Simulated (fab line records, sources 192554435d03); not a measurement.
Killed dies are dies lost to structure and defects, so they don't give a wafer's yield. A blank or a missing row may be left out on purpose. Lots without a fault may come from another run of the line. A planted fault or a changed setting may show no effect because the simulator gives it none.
fab line records | flow n5_finfet
record lots=7 wafers=21 last_day=17
route steps=1938 shown HKMG_FIN@458 GATE_CUT@469 MOL_CONTACT_COAG@561 BEOL_M4@1111
lots that met no fault: from a run of the same line without faults
start_h: hours from the record's first day to the start of the lot's first wafer shown | wait_h: hours since the lot's step before | " the same as in the row above | L1.1+2: a row that stands for several wafers | - no value, or no start given | * or withheld: withheld | < > ~ a bound
route shown NAME@n: a module of which the file shows steps, and the number in the route of the first | usual: mean/standard deviation of fault-free wafers | same: alike in all rows | chamber/n: place in a boat | sites: the reading at each site | _std_site: their standard deviation | _edge_site: outer sites' mean less inner sites' | radius_mm: how far each site lies from the wafer's centre | mask NAME#n: copy n | behind: the tool/chamber that last shaped the wafer | hold: why the lot was held/for how many hours/how that ended | device: the transistor (n, p or np) that didn't switch | end of line: the same wafers' tests at the end of the route | a step without rows: its recipe alone | killed: dies lost to structure and defects at the first sort, not the wafer's yield | map: a wafer's dies, x killed, . not, _ none there
set.NAME: the setting as run; set.NAME@STEP: as run at that earlier step | model.NAME: the simulator's own value behind a step, which no gauge read
steps of the route over a sample of lots; a table a step, a row a wafer
services: from which hour (start_h, from the record's first day; less than 0 if before it) a tool's chamber was out of use, for how many hours, and why
## steps
# step N5_HKMG_FIN_W_FILL_22
# recipe material=W target_thk_a=600 temp_c=400 pressure_torr=39.4 time_s=18.2
# usual heater_power_w=897/58 throttle_valve_pct=19.7/0.61
# columns lot.wafer tool chamber start_h wait_h heater_power_w since_wet_clean_h throttle_valve_pct
L373.2 cvd_w-02 0 111.39 0.0 893 793 20.0
L373.3 " 1 " " 924 - 20.0
L373.6 " 1 " " 934 - 19.9
L376.1 cvd_w-02 0 133.66 0.0 897 816 20.2
L376.4 " 0 " " 882 - 20.1
L376.6 " 0 " " 896 - 20.3
L379.3 cvd_w-02 0 154.49 0.0 862 - 20.5
L379.4 " 1 " " 933 - 19.9
L379.6 " 1 " " 920 - 20.2
L380.2 cvd_w-01 0 158.88 0.0 771 327 18.7
L380.4 " 0 " " 775 - 18.6
L380.5 " 1 " " 933 - 19.4
L382.4 cvd_w-02 0 166.10 0.0 910 - 20.0
L382.5 " 0 " " 896 - 20.2
L382.6 " 1 " " 927 - 20.1
L389.2 cvd_w-02 1 207.76 0.0 939 890 20.1
L389.3 " 0 " " 896 - 20.4
L389.5 " 0 " " 882 - 20.2
L391.4 cvd_w-02 0 215.72 0.0 914 - 20.2
L391.5 " 0 " " 875 - 20.4
L391.6 " 1 " " 935 - 20.3
# step N5_GATE_CUT_ETCH_58
# recipe chemistry=CH3F/O2 target=SiNx target_depth_a=170 time_s=128.6 ion_energy_ev=50 pressure_mtorr=30 source_w=415 bias_w=21 Ar_flow_sccm=150 CH3F_flow_sccm=30 O2_flow_sccm=20
# usual O2_flow_sccm=20.00/0.053 drypump_motor_current_A=5.81/0.28 oes_product_au=0.78/0.084 rf_vpp_V=99.1/0.96 showerhead_plenum_p_Torr=2.01/0.062 throttle_valve_pct=16.41/0.29
# columns lot.wafer tool chamber start_h wait_h O2_flow_sccm drypump_motor_current_A oes_product_au rf_hours_counter_h rf_vpp_V showerhead_plenum_p_Torr throttle_valve_pct
L373.2 rie_diel-04 0 112.71 0.0 20.10 5.81 0.79 130 97.7 2.08 16.58
L373.3 " 3 " " 19.99 5.46 0.74 193 98.1 1.99 16.53
L373.6 " 0 " " 19.94 5.82 0.79 - 99.4 2.08 16.58
L376.1 rie_diel-06 3 134.81 0.0 20.06 6.16 0.82 69 96.1 1.94 16.38
L376.4 " 0 " " 19.98 5.85 0.69 - 99.0 2.06 16.68
L376.6 " 2 " " 20.01 5.79 0.74 - 98.4 2.08 16.46
L379.3 rie_diel-02 2 155.66 0.0 20.02 5.29 0.79 136 98.0 1.93 16.15
L379.4 " 3 " " 19.98 5.60 0.68 233 100.6 2.05 16.54
L379.6 " 2 " " 20.06 5.29 0.79 - 98.9 1.93 16.12
L380.2 rie_diel-02 0 160.04 0.0 20.05 6.10 0.77 154 99.5 2.00 16.55
L380.4 " 2 " " 19.96 5.29 0.78 137 97.7 1.93 16.13
L380.5 " 2 " " 19.98 5.30 0.78 - 98.7 1.93 16.15
L382.4 rie_diel-02 2 167.24 0.0 20.01 5.33 0.78 140 99.2 1.93 16.14
L382.5 " 0 " " 19.99 6.11 0.77 - 99.0 2.00 16.56
L382.6 " 3 " " 20.02 5.57 0.67 - 100.2 2.05 16.55
L389.2 rie_diel-06 2 208.91 0.0 20.01 5.79 0.73 188 100.2 2.07 16.49
L389.3 " 3 " " 19.96 6.14 0.81 91 98.1 1.94 16.43
L389.5 " 1 " " 20.01 5.97 0.71 - 98.9 2.05 16.43
L391.4 rie_diel-04 2 216.86 0.0 19.98 5.79 0.89 39 97.5 1.95 15.70
L391.5 " 2 " " 20.00 5.79 0.89 - 99.5 1.95 15.70
L391.6 " 1 " " 20.04 6.24 0.93 - 100.0 2.13 16.36
# step N5_GATE_CUT_SAC_CAP_01
# recipe material=SiNx target_thk_a=240 temp_c=400 ald_precursor_family=SiH2I2 ald_co_reactant=N2/H2-plasma pulse_time_s=1 ald_cycles=480 purge_time_s=2 co_reactant_purge_time_s=2 pressure_torr=2
# usual ald_cycles=480/0 heater_power_w=857/140 precursor_pulse_height_rel=0.998/0.02
# columns lot.wafer tool chamber start_h wait_h ald_cycles heater_power_w precursor_pulse_height_rel since_wet_clean_h
L373.2 ald_sin-02 2 114.30 1.3 480 1068 1.012 15
L373.3 " 0 " " 480 815 1.005 15
L373.6 " 0 115.39 2.4 480 825 1.030 -
L376.1 ald_sin-02 1 135.13 0.0 480 834 0.978 36
L376.4 " 3 " " 480 848 1.001 36
L376.6 " 1 136.22 1.1 480 817 0.995 -
L379.3 ald_sin-02 3 156.18 0.2 480 864 1.037 57
L379.4 " 0 " " 480 807 0.971 57
L379.6 " 3 157.27 1.3 804 867 1.020 -
L380.2 ald_sin-04 3 160.36 0.0 480 688 0.974 350
L380.4 " 1 " " 480 866 0.997 350
L380.5 " 3 161.45 1.1 480 691 0.971 -
L382.4 ald_sin-02 2 167.99 0.5 480 1087 1.030 69
L382.5 " 2 169.08 1.6 804 1068 1.039 -
L382.6 " 3 " " 804 852 1.023 -
L389.2 ald_sin-01 2 209.22 0.0 480 773 1.007 200
L389.3 " 0 " " 480 720 1.005 200
L389.5 " 3 210.31 1.1 480 1159 1.010 -
L391.4 ald_sin-01 2 217.18 0.0 480 802 0.989 208
L391.5 " 3 218.26 1.1 480 1169 0.999 -
L391.6 " 0 " " 480 712 1.004 -
# step N5_GATE_CUT_CMP_02
# recipe stop_on=SiO2 t_overpolish_s=12.7 post_cmp_clean=alkaline_brush down_force_psi=2.5 platen_rpm=51.8 pad_velocity_m_s=1.0307 target_thk_nm=0
# usual motor_current_A=9.1/0.8 slurry_flow_ml_min=150.0/0.46
# columns lot.wafer tool chamber start_h wait_h motor_current_A slurry_flow_ml_min
L373.2 cmp-03 3 116.87 0.4 9.1 150.1
L373.3 " 0 " " 9.8 150.3
L373.6 " 3 " " 8.8 149.6
L376.4 cmp-03 1 137.44 0.1 10.2 150.6
L376.1 " 2 " " 8.7 149.5
L376.6 " 0 " " 9.5 149.1
L379.4 cmp-03 0 158.45 0.0 9.7 149.9
L379.3 " 2 " " 8.4 150.6
L379.6 " 1 " " 9.7 150.2
L380.4 cmp-02 2 162.76 0.2 7.6 149.9
L380.2 " 0 " " 8.5 150.1
L380.5 " 2 " " 7.8 150.0
L382.4 cmp-04 0 170.26 0.0 7.8 150.1
L382.5 " 0 " " 8.1 150.7
L382.6 " 1 " " 9.4 150.2
L389.2 cmp-02 0 211.49 0.1 9.1 151.0
L389.3 " 3 " " 8.6 149.9
L389.5 " 1 " " 10.2 150.0
L391.4 cmp-03 1 219.54 0.1 10.1 149.9
L391.6 " 3 " " 8.7 149.9
L391.5 " 0 " " 9.6 150.4
# step N5_GATE_CUT_ETCH_19
# recipe chemistry=CH3F/O2 target=SiNx mask_material=SiO2 target_depth_a=537 time_s=76.7 pressure_mtorr=30 source_w=395 bias_w=73 Ar_flow_sccm=150 CH3F_flow_sccm=30 O2_flow_sccm=20 ion_energy_ev=120 ends=cleared
# usual O2_flow_sccm=20.00/0.061 drypump_motor_current_A=5.84/0.26 etch_rf_on_time_s=76.5/1.3 oes_ar_750_au=0.78/0.08 oes_product_au=0.67/0.074 rf_vpp_V=298.6/2.4 showerhead_plenum_p_Torr=2.02/0.063 throttle_valve_pct=16.44/0.29
# columns lot.wafer tool chamber start_h wait_h O2_flow_sccm drypump_motor_current_A etch_rf_on_time_s oes_ar_750_au oes_product_au rf_hours_counter_h rf_vpp_V showerhead_plenum_p_Torr throttle_valve_pct
L373.2 rie_diel-06 0 117.91 0.0 20.08 5.83 77.3 0.70 0.59 212 299.7 2.06 16.71
L373.3 " 1 " " 20.00 5.95 77.8 0.72 0.62 226 303.3 2.06 16.43
L373.6 " 0 " " 19.94 5.84 76.5 0.70 0.60 - 299.6 2.06 16.70
L376.1 rie_diel-04 1 138.64 0.0 20.07 6.26 73.5 0.97 0.84 8 297.6 2.13 16.33
L376.4 " 2 " " 20.01 5.79 74.3 0.91 0.79 - 300.3 1.96 15.68
L376.6 " 0 " " 19.93 5.84 75.7 0.78 0.67 - 299.6 2.08 16.61
L379.3 rie_diel-06 0 159.55 0.0 20.00 5.83 77.0 0.68 0.59 226 300.2 2.05 16.74
L379.4 " 3 " " 19.97 6.14 77.1 0.81 0.70 77 299.8 1.94 16.41
L379.6 " 1 " " 20.00 5.94 68.4 0.71 0.60 - 303.2 2.06 16.41
L380.2 rie_diel-02 2 163.96 0.0 19.99 5.32 77.4 0.78 0.66 139 295.5 1.93 16.18
L380.4 " 0 " " 19.98 6.09 77.9 0.77 0.65 155 297.2 2.00 16.59
L380.5 " 0 " " 19.99 6.08 77.1 0.76 0.65 - 297.7 2.00 16.60
L382.4 rie_diel-02 1 171.57 0.0 19.94 5.88 76.3 0.71 0.61 206 299.6 1.98 16.69
L382.5 " 0 " " 19.99 6.10 67.6 0.76 0.66 - 298.9 2.00 16.59
L382.6 " 1 " " 19.86 5.88 67.1 0.72 0.61 - 298.2 1.98 16.70
L389.2 rie_diel-06 3 212.68 0.0 19.95 6.15 77.5 0.79 0.68 92 298.8 1.94 16.44
L389.3 " 0 " " 20.01 5.83 77.2 0.68 0.58 242 298.8 2.05 16.76
L389.5 " 2 " " 19.95 5.78 75.4 0.74 0.63 - 300.8 2.07 16.53
L391.4 rie_diel-06 2 220.71 0.0 19.93 5.77 76.8 0.74 0.62 192 301.6 2.07 16.54
L391.5 " 0 " " 19.92 5.83 77.7 0.68 0.57 - 298.7 2.05 16.77
L391.6 " 1 " " 19.90 5.96 78.5 0.70 0.59 - 301.9 2.05 16.47
# step N5_MOL_CONTACT_COAG_THK_MEAS_29
# recipe reads=SiNx_of_GATE_CUT_PECVD_57+SiNx_of_GATE_CUT_SAC_CAP_01
# usual MD_CAP_THK=17.91/0.075
# columns lot.wafer tool chamber start_h wait_h MD_CAP_THK[nm]
L373.2 film_metro-01 - 129.52 - 17.95
L373.3 " - " " 18.02
L373.6 " - " " 17.82
L376.1 film_metro-02 - 152.00 - 17.79
L376.4 " - " " 17.88
L376.6 " - " " 17.90
L379.3 film_metro-02 - 173.85 - 17.98
L379.4 " - " " 17.97
L379.6 " - " " 30.05
L380.2 film_metro-01 - 177.77 - 17.98
L380.4 " - " " 17.90
L380.5 " - " " 17.85
L382.4 film_metro-01 - 186.06 - 17.82
L382.5 " - " " 30.01
L382.6 " - " " 29.99
L389.2 film_metro-01 - 226.01 - 17.83
L389.3 " - " " 17.93
L389.5 " - " " 17.87
L391.4 film_metro-02 - 234.01 - 17.79
L391.5 " - " " 17.82
L391.6 " - " " 17.91
# step N5_MOL_CONTACT_COAG_ETCH_47
# recipe chemistry=CH3F/O2 target=SiNx target_depth_a=270 mask_material=SiO2 stop_on=W over_etch_frac=0.2 ion_energy_ev=120 endpoint=OES-CN pressure_mtorr=30 source_w=395 bias_w=73 Ar_flow_sccm=150 CH3F_flow_sccm=30 O2_flow_sccm=20 ends=end_point
# usual O2_flow_sccm=20.00/0.065 drypump_motor_current_A=5.8/0.49 etch_rf_on_time_s=31.4/0.44 oes_ar_750_au=0.78/0.076 oes_product_au=0.70/0.071 rf_vpp_V=296.0/2.8 showerhead_plenum_p_Torr=2.02/0.076 throttle_valve_pct=16.25/0.23
# columns lot.wafer tool chamber start_h wait_h O2_flow_sccm drypump_motor_current_A etch_rf_on_time_s oes_ar_750_au oes_product_au rf_hours_counter_h rf_vpp_V showerhead_plenum_p_Torr throttle_valve_pct
L373.2 rie_diel-03 3 131.76 0.0 20.00 6.3 30.9 0.79 0.71 113 294.9 1.93 16.21
L373.3 " 0 " " 20.02 6.3 30.8 0.94 0.84 12 291.8 1.96 16.14
L373.6 " 3 " " 19.93 6.3 30.9 0.80 0.71 - 295.3 1.93 16.23
L376.1 rie_diel-01 2 154.76 0.0 19.94 5.4 30.6 0.83 0.75 64 300.8 2.12 16.07
L376.4 " 0 " " 19.88 5.5 31.9 0.70 0.62 247 299.1 2.05 16.18
L376.6 " 3 " " 20.02 5.1 31.1 0.82 0.74 - 299.8 2.11 15.99
L379.3 rie_diel-01 2 176.00 0.0 19.97 5.4 31.1 0.82 0.73 73 299.8 2.12 16.09
L379.4 " 1 " " 20.00 6.1 32.0 0.72 0.64 - 294.1 1.91 16.29
L379.6 " 2 " " 20.05 5.4 50.8 0.83 0.74 - 300.7 2.12 16.09
L380.2 rie_diel-01 2 181.31 0.0 19.90 5.3 31.0 0.82 0.73 75 299.1 2.12 16.08
L380.4 " 1 " " 20.02 6.1 31.8 0.71 0.64 - 294.9 1.91 16.29
L380.5 " 2 " " 19.84 5.4 31.0 0.81 0.74 - 298.3 2.12 16.08
L382.4 rie_diel-05 0 189.88 0.0 19.92 5.2 32.2 0.71 0.62 225 295.7 2.06 16.46
L382.5 " 1 " " 19.98 6.1 50.8 0.70 0.64 - 294.9 1.96 16.45
L382.6 " 2 " " 20.07 6.3 50.8 0.71 0.65 - 293.0 1.99 16.52
L389.2 rie_diel-05 3 227.63 0.0 20.01 5.4 31.6 0.71 0.63 208 293.2 1.98 16.55
L389.3 " 0 " " 20.07 5.2 32.1 0.71 0.62 239 297.3 2.05 16.51
L389.5 " 0 " " 20.02 5.2 31.9 0.71 0.62 - 296.9 2.05 16.50
L391.4 rie_diel-01 3 237.05 0.0 19.91 5.1 31.4 0.78 0.70 83 298.7 2.10 16.05
L391.5 " 1 " " 20.09 6.1 32.0 0.71 0.62 - 293.4 1.90 16.34
L391.6 " 0 " " 20.04 5.5 30.9 0.92 0.83 - 301.6 2.04 15.75
# step N5_BEOL_M4_RC_MEAS_101
# usual DIBL_N=36.3/1.4 DIBL_P=35.7/1.5 IOFF_N=0.155/0.022 IOFF_P=0.204/0.027 ION_N=671/9 ION_P=459/6.2 SS_N=71.5/0.54 SS_P=73.1/0.56 VT_N=250.2/2.6 VT_P=-251/3.3
# columns lot.wafer tool chamber start_h wait_h DIBL_N[mV/V] DIBL_P[mV/V] IOFF_N[nA/um] IOFF_P[nA/um] ION_N[uA/um] ION_P[uA/um] SS_N[mV/dec] SS_P[mV/dec] VT_N[mV] VT_P[mV]
L373.2 prober-01 0 192.17 0.6 37.8 37.2 0.193 0.243 674 465 71.1 74.0 246.9 -246
L373.3 " 0 " " 35.7 35.6 0.148 0.210 670 464 70.6 73.3 250.1 -248
L373.6 " 0 " " 36.8 37.0 0.185 0.239 691 470 71.4 73.5 247.2 -246
L376.1 prober-02 0 226.85 0.0 36.4 36.7 0.169 0.245 676 467 71.6 73.9 246.8 -246
L376.4 " 0 " " 34.9 36.1 0.154 0.230 679 466 71.5 73.3 247.3 -245
L376.6 " 0 " " 34.9 34.9 0.147 0.223 675 468 71.6 72.8 252.1 -246
L379.3 prober-01 0 240.33 0.3 38.0 37.9 0.180 0.227 677 463 71.9 73.6 247.7 -250
L379.4 " 0 " " 35.7 35.1 0.140 0.175 677 456 71.7 73.2 252.3 -255
L379.6 " 0 " " 35.8 35.1 0.141 0.172 655 449 71.4 72.9 253.1 -254
L382.4 prober-01 0 253.56 0.5 36.8 34.0 0.151 0.169 666 454 71.4 72.9 248.8 -257
L382.5 " 0 " " 36.0 33.6 0.138 0.161 667 451 71.5 72.5 253.7 -254
L382.6 " 0 " " 35.6 33.8 0.136 0.166 671 457 71.4 73.1 252.2 -256
L380.2 prober-01 0 256.94 0.2 35.5 37.0 0.149 0.189 677 458 71.5 73.8 249.4 -251
L380.4 " 0 " " 35.8 36.9 0.160 0.193 672 457 71.5 72.9 250.1 -254
L380.5 " 0 " " 34.5 36.1 0.144 0.182 668 454 71.3 73.4 250.6 -250
L389.2 prober-02 0 294.24 0.2 37.1 36.6 0.183 0.232 679 465 71.5 72.9 246.5 -248
L389.3 " 0 " " 36.2 35.7 0.157 0.210 667 458 71.2 72.2 250.3 -249
L389.5 " 0 " " 37.1 37.5 0.176 0.248 677 468 71.0 73.3 246.7 -245
L391.4 prober-01 0 307.64 0.5 35.3 34.7 0.137 0.179 669 460 71.7 72.8 250.5 -255
L391.5 " 0 " " 37.3 35.9 0.166 0.192 671 452 71.9 72.1 249.3 -252
L391.6 " 0 " " 35.1 34.5 0.135 0.178 668 457 71.5 72.3 253.9 -253
## services
# columns tool chamber start_h hours kind
ald_sin-04 2 89.23 13.0 repair
cmp-02 - 93.69 1.8 repair
rie_diel-03 - 94.92 10.0 pm
cmp-02 - 107.47 5.4 pm
rie_diel-03 3 109.32 3.6 repair
cmp-04 - 112.04 4.0 pm
rie_diel-06 1 133.57 9.6 repair
rie_diel-03 2 134.14 4.8 repair
rie_diel-04 3 137.47 4.1 repair
cmp-02 - 143.95 4.6 pm
rie_diel-04 2 146.42 8.2 repair
cmp-03 - 149.25 0.3 repair
ald_sin-04 - 153.72 1.1 repair
cmp-04 - 160.84 3.5 pm
cmp-03 - 164.14 0.4 repair
rie_diel-04 - 173.81 2.7 repair
cvd_w-02 1 174.99 9.5 repair
ald_sin-04 - 176.75 14.0 pm
cmp-04 - 195.87 0.9 repair
cmp-02 - 214.94 0.6 repair
cvd_w-01 0 223.47 2.8 repair
rie_diel-01 0 225.59 5.0 repair
rie_diel-06 1 227.30 - clean
cvd_w-02 - 228.85 6.9 pm
## key
first_sign step=N5_GATE_CUT_SAC_CAP_01 reading=ald_cycles direction=up sigmas=99+ usual=* struck=*
effect step=N5_GATE_CUT_ETCH_19 reading=etch_rf_on_time_s direction=down sigmas=6.7 usual=* struck=*
effect step=N5_MOL_CONTACT_COAG_THK_MEAS_29 reading=MD_CAP_THK direction=up sigmas=99+ usual=17.91 struck=30.02
effect step=N5_MOL_CONTACT_COAG_ETCH_47 reading=etch_rf_on_time_s direction=up sigmas=44 usual=* struck=*
met_at N5_GATE_CUT_SAC_CAP_01
struck_lots L379,L382
struck_wafers L379.6,L382.5,L382.6
not_acting_at N5_HKMG_FIN_W_FILL_22,N5_GATE_CUT_ETCH_58,N5_GATE_CUT_CMP_02
onset_between 135.13 156.18
fault kind=process_parameter_drift tool=ald_sin-02 chamber=- onset_h=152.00 steps=N5_GATE_CUT_SAC_CAP_01 channel=ald_cycles offset=* shape=step end_h=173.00 scope=struck_wafers_only acts_in=* stated=*
